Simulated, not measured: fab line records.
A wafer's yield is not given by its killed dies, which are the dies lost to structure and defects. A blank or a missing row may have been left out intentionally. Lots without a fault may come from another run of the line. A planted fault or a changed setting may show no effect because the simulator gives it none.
Matching of chambers :: flow n5_finfet :: ald_sin-04 running N5_SPACER0_ALD_00: 4 sister chambers
The step deposits SiOCN, target thk 3.5 nm, pulse time 3 s, purge time 2 s. 16 wafers are shown with their chamber, then 8 later ones without.

== WAFERS, EACH WITH ITS CHAMBER ==
wafer: L074.2
chamber: 1
heater_power_w (W): 817
chamber_pressure_Torr (Torr): 1.999
precursor_pulse_height_rel: 1.006

wafer: L074.3
chamber: 3
heater_power_w (W): 892
chamber_pressure_Torr (Torr): 1.999
precursor_pulse_height_rel: 1.021

wafer: L074.6
chamber: 2
heater_power_w (W): 728
chamber_pressure_Torr (Torr): 1.997
precursor_pulse_height_rel: 1.016

wafer: L078.2
chamber: 0
heater_power_w (W): 857
chamber_pressure_Torr (Torr): 2.001
precursor_pulse_height_rel: 1.006

wafer: L078.4
chamber: 2
heater_power_w (W): 734
chamber_pressure_Torr (Torr): 2.007
precursor_pulse_height_rel: 0.993

wafer: L078.6
chamber: 3
heater_power_w (W): 912
chamber_pressure_Torr (Torr): 1.996
precursor_pulse_height_rel: 1.005

wafer: L081.1
chamber: 3
heater_power_w (W): 913
chamber_pressure_Torr (Torr): 2.000
precursor_pulse_height_rel: 0.995

wafer: L081.3
chamber: 0
heater_power_w (W): 883
chamber_pressure_Torr (Torr): 2.005
precursor_pulse_height_rel: 0.994

wafer: L081.6
chamber: 1
heater_power_w (W): 810
chamber_pressure_Torr (Torr): 2.001
precursor_pulse_height_rel: 1.002

wafer: L084.1
chamber: 1
heater_power_w (W): 798
chamber_pressure_Torr (Torr): 2.003
precursor_pulse_height_rel: 0.977

wafer: L084.2
chamber: 3
heater_power_w (W): 885
chamber_pressure_Torr (Torr): 1.994
precursor_pulse_height_rel: 1.016

wafer: L084.4
chamber: 0
heater_power_w (W): 859
chamber_pressure_Torr (Torr): 2.000
precursor_pulse_height_rel: 0.973

wafer: L086.1
chamber: 0
heater_power_w (W): 859
chamber_pressure_Torr (Torr): 1.998
precursor_pulse_height_rel: 1.032

wafer: L086.4
chamber: 1
heater_power_w (W): 801
chamber_pressure_Torr (Torr): 2.003
precursor_pulse_height_rel: 1.007

wafer: L086.6
chamber: 1
heater_power_w (W): 818
chamber_pressure_Torr (Torr): 1.993
precursor_pulse_height_rel: 0.988

wafer: L087.1
chamber: 2
heater_power_w (W): 736
chamber_pressure_Torr (Torr): 2.002
precursor_pulse_height_rel: 1.004

SIGNATURES, as means of the wafers listed above
reading: heater_power_w
chamber 0: 864.50
chamber 1: 808.80
chamber 2: 732.67
chamber 3: 900.50
scatter within a chamber: 10.9

reading: chamber_pressure_Torr
chamber 0: 2.00100
chamber 1: 1.99980
chamber 2: 2.00200
chamber 3: 1.99725
scatter within a chamber: 0.00374

reading: precursor_pulse_height_rel
chamber 0: 1.00125
chamber 1: 0.99600
chamber 2: 1.00433
chamber 3: 1.00925
scatter within a chamber: 0.0163
Rule: a wafer lies at a distance from a chamber equal to the root of the sum of squares, over the readings, of (its reading less the chamber's mean, divided by the reading's scatter). If the next closest chamber is less than 2 further off than the closest, the wafer can't be placed; otherwise it belongs to the closest. The scatter: the root of (the sum of the squares of (reading less its chamber's mean) over the shown wafers, divided by (wafers less chambers)).

== WAFERS MISSING THEIR CHAMBER ==
wafer: L087.4
heater_power_w (W): 808
chamber_pressure_Torr (Torr): 1.999
precursor_pulse_height_rel: 0.977

wafer: L087.5
heater_power_w (W): 811
chamber_pressure_Torr (Torr): 1.998
precursor_pulse_height_rel: 1.001

wafer: L088.2
heater_power_w (W): 806
chamber_pressure_Torr (Torr): 1.998
precursor_pulse_height_rel: 0.964

wafer: L088.5
heater_power_w (W): 802
chamber_pressure_Torr (Torr): 2.002
precursor_pulse_height_rel: 1.007

wafer: L088.6
heater_power_w (W): 735
chamber_pressure_Torr (Torr): 1.998
precursor_pulse_height_rel: 1.004

wafer: L094.1
heater_power_w (W): 753
chamber_pressure_Torr (Torr): 2.001
precursor_pulse_height_rel: 1.024

wafer: L094.5
heater_power_w (W): 754
chamber_pressure_Torr (Torr): 2.004
precursor_pulse_height_rel: 1.027

wafer: L094.6
heater_power_w (W): 906
chamber_pressure_Torr (Torr): 2.006
precursor_pulse_height_rel: 0.969

== EACH ONE'S CHAMBER ==
wafer: L087.4
from the rows above: 1
in truth: 1

wafer: L087.5
from the rows above: 1
in truth: 1

wafer: L088.2
from the rows above: 1
in truth: 1

wafer: L088.5
from the rows above: 1
in truth: 1

wafer: L088.6
from the rows above: 2
in truth: 2

wafer: L094.1
from the rows above: 2
in truth: 2

wafer: L094.5
from the rows above: 2
in truth: 2

wafer: L094.6
from the rows above: can't be placed: 3 or 0
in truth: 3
7 of 8 placed correctly. Cannot be placed on the basis of these rows: 1; the candidates contain the true chamber in 1. 0 placed wrongly.
